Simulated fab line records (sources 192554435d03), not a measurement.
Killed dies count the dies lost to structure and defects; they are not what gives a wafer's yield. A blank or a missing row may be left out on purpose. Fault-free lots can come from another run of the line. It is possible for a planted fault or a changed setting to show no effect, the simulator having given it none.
What tool caused it? | flow n5-finfet | 27 wafers from 9 lots sampled at 6 of the route's 1938 steps

## WHAT THE GAUGES SHOWED, per wafer
N5_BEOL_M3_THK_MEAS_01.
lot  | measured     | on            | M3_ILD_THK (nm)
L526 | day 7 03:35  | film-metro-02 | 78.6 77.9 80.8
L528 | day 7 19:45  | film-metro-02 | 79.0 79.7 80.8
L529 | day 8 00:49  | film-metro-02 | 78.2 78.5 78.0
L535 | day 9 04:07  | film-metro-02 | 78.2 79.7 79.9
L537 | day 10 01:58 | film-metro-02 | 78.4 79.3 80.0
L539 | day 10 17:28 | film-metro-01 | 128.2 129.3 130.4
L541 | day 10 22:36 | film-metro-02 | 78.1 129.2 128.3
L546 | day 12 04:37 | film-metro-01 | 78.8 78.3 79.7
L548 | day 12 23:25 | film-metro-02 | 79.3 78.7 80.3

N5_BEOL_M4_RC_MEAS_101.
lot  | measured     | on        | DIBL_N (mV/V)  | DIBL_P (mV/V)  | IOFF_N (nA/um)    | IOFF_P (nA/um)    | ION_N (uA/um) | ION_P (uA/um) | SS_N (mV/dec)  | SS_P (mV/dec)  | VT_N (mV)         | VT_P (mV)
L526 | day 8 06:04  | prober-02 | 34.3 35.2 35.5 | 35.8 36.7 36.3 | 0.140 0.143 0.152 | 0.193 0.203 0.208 | 663 666 671   | 465 461 462   | 71.6 71.8 71.7 | 72.8 72.6 73.3 | 250.5 251.5 249.1 | -251 -251 -249
L528 | day 9 01:41  | prober-02 | 34.9 33.5 35.1 | 35.5 33.6 36.0 | 0.155 0.128 0.159 | 0.228 0.191 0.224 | 680 667 687   | 471 466 471   | 71.6 71.3 72.0 | 73.5 72.9 73.1 | 249.3 252.2 249.7 | -249 -252 -247
L529 | day 9 03:20  | prober-01 | 37.1 36.6 36.3 | 37.2 36.7 36.3 | 0.180 0.178 0.169 | 0.253 0.256 0.241 | 687 675 684   | 474 468 475   | 71.6 71.7 71.6 | 73.5 72.6 73.6 | 247.7 247.2 244.9 | -247 -246 -245
L535 | day 10 02:55 | prober-02 | 38.4 37.3 37.9 | 37.1 36.7 36.9 | 0.194 0.182 0.184 | 0.234 0.243 0.232 | 675 687 680   | 462 467 469   | 71.9 71.9 71.9 | 73.4 74.1 73.7 | 245.2 248.5 245.5 | -250 -250 -251
L537 | day 11 04:09 | prober-01 | 35.7 37.9 36.0 | 35.4 37.3 35.4 | 0.134 0.174 0.140 | 0.212 0.239 0.210 | 666 681 675   | 469 465 468   | 70.7 72.1 71.0 | 72.5 73.1 72.9 | 251.2 249.5 249.9 | -249 -246 -249
L541 | day 11 23:09 | prober-02 | 35.3           | 34.9           | 0.123             | 0.158             | 667           | 452           | 71.6           | 73.2           | 255.3             | -256
L546 | day 12 22:23 | prober-01 | 35.9 34.7 35.5 | 35.8 34.1 34.8 | 0.153 0.133 0.139 | 0.224 0.208 0.221 | 681 670 662   | 465 466 465   | 71.5 70.7 71.4 | 73.0 73.3 73.3 | 249.2 252.9 250.5 | -249 -246 -246
L548 | day 13 16:08 | prober-02 | 37.0 36.4 36.7 | 36.3 36.3 36.4 | 0.169 0.166 0.173 | 0.218 0.213 0.222 | 677 682 680   | 459 464 464   | 72.2 71.4 72.0 | 72.9 74.0 73.8 | 249.2 247.6 247.2 | -251 -252 -249

## WHAT TOOL EACH LOT RAN ON (gives the tool, then ch and the chambers of the sampled wafers, and finally the start)
lot  | N5_BEOL_M2_SPUTTER_86        | N5_BEOL_M2_SPUTTER_88        | N5_BEOL_M2_SPUTTER_90        | N5_BEOL_M3_ILD_DEP_00
L526 | pvd-sputter-02, day 7 01:14  | pvd-sputter-02, day 7 01:27  | pvd-sputter-02, day 7 01:40  | pecvd-01 ch 0,2, day 7 03:30
L528 | pvd-sputter-02, day 7 17:27  | pvd-sputter-02, day 7 17:40  | pvd-sputter-02, day 7 17:53  | pecvd-01 ch 0,1,2, day 7 19:41
L529 | pvd-sputter-01, day 7 22:31  | pvd-sputter-01, day 7 22:44  | pvd-sputter-01, day 7 22:58  | pecvd-02 ch 0,2, day 8 00:45
L535 | pvd-sputter-01, day 9 01:43  | pvd-sputter-01, day 9 01:56  | pvd-sputter-01, day 9 02:10  | pecvd-01 ch 0,1,2, day 9 04:02
L537 | pvd-sputter-01, day 9 23:40  | pvd-sputter-01, day 9 23:53  | pvd-sputter-01, day 10 00:06 | pecvd-01 ch 0,1,2, day 10 01:54
L539 | pvd-sputter-03, day 10 15:08 | pvd-sputter-03, day 10 15:22 | pvd-sputter-03, day 10 15:35 | pecvd-01 ch 0,1, day 10 17:24
L541 | pvd-sputter-01, day 10 20:20 | pvd-sputter-01, day 10 20:33 | pvd-sputter-01, day 10 20:46 | pecvd-01 ch 0,1,2, day 10 22:32
L546 | pvd-sputter-01, day 12 02:20 | pvd-sputter-01, day 12 02:33 | pvd-sputter-01, day 12 02:46 | pecvd-02 ch 0,1,2, day 12 04:32
L548 | pvd-sputter-03, day 12 20:42 | pvd-sputter-03, day 12 20:55 | pvd-sputter-03, day 12 21:08 | pecvd-02 ch 0,1, day 12 23:21
- N5_BEOL_M2_SPUTTER_86: material Cu, target thk 4.5 nm, time 8.29 s.
- N5_BEOL_M2_SPUTTER_88: material Cu, target thk 4.5 nm, time 8.29 s.
- N5_BEOL_M2_SPUTTER_90: material Cu, target thk 4.5 nm, time 8.29 s.
- N5_BEOL_M3_ILD_DEP_00: deposits SiOC from DEMS/O2, target thk 79 nm, time 15.3 s.

## WHAT THE TOOLS THEMSELVES READ (means of the sampled wafers that have a number; where no wafer has one, the mark that the record gives instead)
N5_BEOL_M2_SPUTTER_86.
lot  | tool           | chamber-pressure-pa (Pa) | throttle-valve-pct (%)
L526 | pvd-sputter-02 | 0.07                     | 30.6
L528 | pvd-sputter-02 | 0.07                     | 29.8
L529 | pvd-sputter-01 | 0.07                     | 30.1
L535 | pvd-sputter-01 | 0.07                     | 30.1
L537 | pvd-sputter-01 | 0.07                     | 29.8
L539 | pvd-sputter-03 | 0.07                     | 30.5
L541 | pvd-sputter-01 | 0.07                     | 30.4
L546 | pvd-sputter-01 | 0.07                     | 30.2
L548 | pvd-sputter-03 | 0.07                     | 30.7

N5_BEOL_M2_SPUTTER_88.
lot  | tool           | chamber-pressure-pa (Pa) | throttle-valve-pct (%)
L526 | pvd-sputter-02 | 0.06997                  | 30.3
L528 | pvd-sputter-02 | 0.07009                  | 29.9
L529 | pvd-sputter-01 | 0.06997                  | 30.1
L535 | pvd-sputter-01 | 0.07008                  | 30.1
L537 | pvd-sputter-01 | 0.06997                  | 29.9
L539 | pvd-sputter-03 | 0.07009                  | 30.4
L541 | pvd-sputter-01 | 0.06993                  | 30.0
L546 | pvd-sputter-01 | 0.07006                  | 30.2
L548 | pvd-sputter-03 | 0.07029                  | 30.6

N5_BEOL_M2_SPUTTER_90.
lot  | tool           | chamber-pressure-pa (Pa) | throttle-valve-pct (%)
L526 | pvd-sputter-02 | 0.07                     | 30.5
L528 | pvd-sputter-02 | 0.07                     | 30.0
L529 | pvd-sputter-01 | 0.07                     | 30.1
L535 | pvd-sputter-01 | 0.07                     | 30.2
L537 | pvd-sputter-01 | 0.07                     | 29.8
L539 | pvd-sputter-03 | 0.07                     | 30.4
L541 | pvd-sputter-01 | 0.07                     | 30.1
L546 | pvd-sputter-01 | 0.07                     | 30.2
L548 | pvd-sputter-03 | 0.07                     | 30.7

N5_BEOL_M3_ILD_DEP_00.
lot  | tool     | heater-power-w (W) | showerhead-plenum-p-Torr (Torr) | throttle-valve-pct (%)
L526 | pecvd-01 | 459                | 5.669                           | 11.5
L528 | pecvd-01 | 448                | 5.692                           | 11.8
L529 | pecvd-02 | 436                | 5.663                           | 12.2
L535 | pecvd-01 | 412                | 5.703                           | 11.7
L537 | pecvd-01 | 428                | 5.703                           | 11.8
L539 | pecvd-01 | 446                | 5.704                           | 12.0
L541 | pecvd-01 | 410                | 5.700                           | 11.8
L546 | pecvd-02 | 440                | 5.692                           | 12.0
L548 | pecvd-02 | 447                | 5.702                           | 12.6

## THE ANSWER, worked out from the rows above alone
Rule: usual is defined by the lots themselves. The widest of any qualifying gaps counts: lots, ordered by their means at a reading, are off when they make up no more than a third of the lots, leave a main group of 4 or more, and stand apart from it by 3 or more times the standard deviation of that group's means. If all means in a main group match to the digits the tables above print for the reading, that group is not used. Also off: a lot with no number at a reading for which 4 or more lots have one. All remaining lots with rows at the step are treated as sound. Order of review: gauges by route order, followed by the tools' own readings, for which a lot's mean as printed above is used. At the first step where some lot is off, the reading lying furthest off is the one used; lots without a number count as furthest.
Off: L539, L541, at N5_BEOL_M3_THK_MEAS_01 (M3_ILD_THK). Mean 79.1 nm and standard deviation 0.46 in the main group.
If a tool, at a process step before that reading, ran all the lots that are off and no sound lot after the first of them, it fits. Those tools and the gauges at N5_BEOL_M3_THK_MEAS_01 are tried in the same way. One fits: N5_BEOL_M3_ILD_DEP_00 on pecvd-01. A fault onset in the window from L537 (day 10 01:54, its last sound lot) to L539 (day 10 17:24, its first lot off) fits.

## WHAT THE SIMULATOR PUT IN
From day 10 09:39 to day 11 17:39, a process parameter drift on pecvd-01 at N5_BEOL_M3_ILD_DEP_00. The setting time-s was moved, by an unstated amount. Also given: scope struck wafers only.
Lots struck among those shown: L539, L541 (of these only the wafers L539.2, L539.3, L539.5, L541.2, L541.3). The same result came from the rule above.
